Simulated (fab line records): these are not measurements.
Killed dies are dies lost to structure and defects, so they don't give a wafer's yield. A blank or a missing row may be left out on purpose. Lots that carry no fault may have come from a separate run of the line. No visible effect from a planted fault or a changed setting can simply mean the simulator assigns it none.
Problem report in the 8D (eight disciplines) form, filled by code    flow n5_finfet    the parts of the form that need people (team, actions taken, sign-off) are left out

== 1. THE PROBLEM ==
At N5_BEOL_M1_CVD_47, run_length_s averages 369.4 s over 2 wafers from 2 lots, while fault-free wafers read 246.4 s, standard deviation 0.63. That is +99 or more standard deviations from the usual mean.
The step: deposits Co from CCTBA/H2, target thk 3 nm, time 223.8 s.
First observed at day 8 10:52: wafer L908.5, on cvd_co-02. Wafers with a number at this step in the record: 30, from 10 lots. Rule for "out", or "out of limits": more than 4 standard deviations from the usual mean. All remaining wafers that have a number are taken as sound.

== 2. WHAT IT IS; WHAT IT IS NOT ==
question                     is                is not
which readings at this step  run_length_s      -
which lots                   L908, L909        L900, L901, L904, L905, L907, L919, L922, L923
which wafers of those lots   L908.5, L909.3    L908.2, L908.4, L909.1, L909.2
read on which tools          cvd_co-02         cvd_co-01
when                         from day 8 10:52  up to then (17 sound wafers); but 11 sound wafers of L909, L919, L922, L923 came after

== 3. WHAT RULES OUT EACH SUSPECT ==
Counting: any tool at a process step up to the reading remains a suspect provided it ran every lot that is out. Sound lots after the first of them don't rule it out here, since some wafers of a struck lot are sound.
- cvd_co-02 at N5_BEOL_M1_CVD_47 (deposits Co from CCTBA/H2, target thk 3 nm, time 223.8 s): kept. Ran every lot that is out, first one L908 (day 8 10:52); last sound lot up to then L907 (day 7 21:46). Out on those wafers are its own readings of run_length_s.
The count leaves cvd_co-02 at N5_BEOL_M1_CVD_47.

== 4. THE CAUSE (what the simulator had put in) ==
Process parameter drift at N5_BEOL_M1_CVD_47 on cvd_co-02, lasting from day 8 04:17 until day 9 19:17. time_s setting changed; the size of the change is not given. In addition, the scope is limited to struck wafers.
Only this tool survived the counting.

== 5. SEQUENCE OF EFFECTS, ordered by route ==
One row per reading whose mean, taken over the struck wafers that have a number, lies over 3 standard deviations from the usual. Only readings for which the record gives a usual standard deviation are gone through. hours: the time from each lot's start at the first step in this table that gives one to its start at this step, as a median over the lots. sigmas: the change in usual standard deviations.
hours  step               reading       usual    on struck wafers  change  sigmas
0      N5_BEOL_M1_CVD_47  run_length_s  246.4 s  369.4             +123.0  +99 or more
The process steps in it:
- N5_BEOL_M1_CVD_47: deposits Co from CCTBA/H2, target thk 3 nm, time 223.8 s.
Later measuring or inspecting steps at which every struck wafer that the step has a row for has a number for every such reading, and none has moved that far: N5_BEOL_M4_RC_MEAS_101.

== 6. WHAT WOULD HAVE CAUGHT IT SOONER ==
First out-of-limits reading in this record: day 8 10:52, which is 7 hours after fault onset at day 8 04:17.
